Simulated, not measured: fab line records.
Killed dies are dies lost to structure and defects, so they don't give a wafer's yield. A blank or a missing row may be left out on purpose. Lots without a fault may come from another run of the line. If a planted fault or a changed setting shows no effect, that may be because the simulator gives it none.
Chamber matching || flow nandHarc || 4 sister chambers for NHARC_HYBRID_BOND_ACTIVATE_00 on rieDiel-03
The step chemistry N2, time 60 s. 8 wafers are shown with their chamber, then 7 later ones without.

## EACH WAFER AND ITS CHAMBER
{"wafer": "L893.1", "chamber": 2, "drypumpMotorCurrentA (A)": 6.3, "oesProductAu (a.u.)": 0.987}
{"wafer": "L895.5", "chamber": 1, "drypumpMotorCurrentA (A)": 6.1, "oesProductAu (a.u.)": 0.983}
{"wafer": "L897.6", "chamber": 3, "drypumpMotorCurrentA (A)": 5.7, "oesProductAu (a.u.)": 1.002}
{"wafer": "L899.4", "chamber": 0, "drypumpMotorCurrentA (A)": 5.4, "oesProductAu (a.u.)": 0.991}
{"wafer": "L899.5", "chamber": 1, "drypumpMotorCurrentA (A)": 6.1, "oesProductAu (a.u.)": 1.003}
{"wafer": "L899.6", "chamber": 2, "drypumpMotorCurrentA (A)": 6.3, "oesProductAu (a.u.)": 0.983}
{"wafer": "L905.1", "chamber": 0, "drypumpMotorCurrentA (A)": 5.5, "oesProductAu (a.u.)": 0.999}
{"wafer": "L905.2", "chamber": 3, "drypumpMotorCurrentA (A)": 5.7, "oesProductAu (a.u.)": 1.002}

## WAFERS WITH NO CHAMBER GIVEN
{"wafer": "L905.6", "drypumpMotorCurrentA (A)": 6.3, "oesProductAu (a.u.)": 1.003}
{"wafer": "L906.1", "drypumpMotorCurrentA (A)": 6.1, "oesProductAu (a.u.)": 0.975}
{"wafer": "L906.2", "drypumpMotorCurrentA (A)": 5.4, "oesProductAu (a.u.)": 0.999}
{"wafer": "L906.4", "drypumpMotorCurrentA (A)": 6.3, "oesProductAu (a.u.)": 0.994}
{"wafer": "L914.1", "drypumpMotorCurrentA (A)": 5.5, "oesProductAu (a.u.)": 0.991}
{"wafer": "L914.2", "drypumpMotorCurrentA (A)": 5.7, "oesProductAu (a.u.)": 1.007}
{"wafer": "L914.6", "drypumpMotorCurrentA (A)": 6.1, "oesProductAu (a.u.)": 0.993}

## WHICH CHAMBER EACH ONE RAN IN
{"wafer": "L905.6", "from the rows above": 2, "in truth": 2}
{"wafer": "L906.1", "from the rows above": 1, "in truth": 1}
{"wafer": "L906.2", "from the rows above": 0, "in truth": 0}
{"wafer": "L906.4", "from the rows above": 2, "in truth": 2}
{"wafer": "L914.1", "from the rows above": 0, "in truth": 0}
{"wafer": "L914.2", "from the rows above": 3, "in truth": 3}
{"wafer": "L914.6", "from the rows above": 1, "in truth": 1}
Correctly placed: 7 of 7. Left unplaced by these rows: 0. Placed wrongly: 0.
How it was worked out, from the rows above alone: a wafer's distance from a chamber is the root of the sum, over the readings, of the square of ((its reading less the chamber's mean) divided by the reading's scatter). The wafer belongs to the nearest chamber; if the next one is less than 2 further off, it can't be placed. A chamber's mean is the mean of its shown wafers. How the scatter is found: for the shown wafers, subtract from each reading the mean of its chamber, square and add these, divide the total by (wafers less chambers), then take the root.
